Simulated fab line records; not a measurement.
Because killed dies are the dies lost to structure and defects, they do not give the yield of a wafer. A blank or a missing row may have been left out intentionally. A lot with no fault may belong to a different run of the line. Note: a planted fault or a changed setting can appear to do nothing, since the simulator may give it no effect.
Chamber matching | flow nand harc | NHARC_A_CONTACT_CMP_20 on cmp-02: 4 sister chambers
The step polishes, t overpolish 30 s, target thk 300 nm. 4 wafers are shown with their chamber, then 7 later ones without.

== WAFERS PAIRED WITH THEIR CHAMBERS ==
wafer  | chamber | motor current A (A)
L264.1 | 1       | 11.5
L273.6 | 0       | 11.5
L275.1 | 3       | 14.1
L275.3 | 2       | 11.2

== WAFERS WITHOUT THEIR CHAMBER ==
wafer  | motor current A (A)
L275.6 | 10.9
L276.1 | 11.5
L276.3 | 11.6
L276.5 | 11.2
L277.3 | 11.6
L277.4 | 11.4
L277.6 | 10.7

== EACH ONE'S CHAMBER ==
wafer  | from the rows above          | in truth
L275.6 | can't be placed: 2 or 0 or 1 | 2
L276.1 | can't be placed: 0 or 1 or 2 | 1
L276.3 | can't be placed: 0 or 1 or 2 | 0
L276.5 | can't be placed: 2 or 0 or 1 | 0
L277.3 | can't be placed: 0 or 1 or 2 | 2
L277.4 | can't be placed: 0 or 1 or 2 | 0
L277.6 | can't be placed: 2 or 0 or 1 | 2
Correctly placed: 0 of 7. Cannot be placed on the basis of these rows: 7; the candidates contain the true chamber in 7. Wrongly placed: 0.
How it was worked out, from the rows above alone: a wafer's distance from a chamber is the root of the sum, over the readings, of the square of ((its reading less the chamber's mean) divided by the reading's scatter). If the next closest chamber is less than 2 further off than the closest, the wafer can't be placed; otherwise it belongs to the closest. A chamber's mean is the mean of its shown wafers. The scatter: root of mean squared gap, hidden wafer to nearest shown wafer, with one shown wafer a chamber.
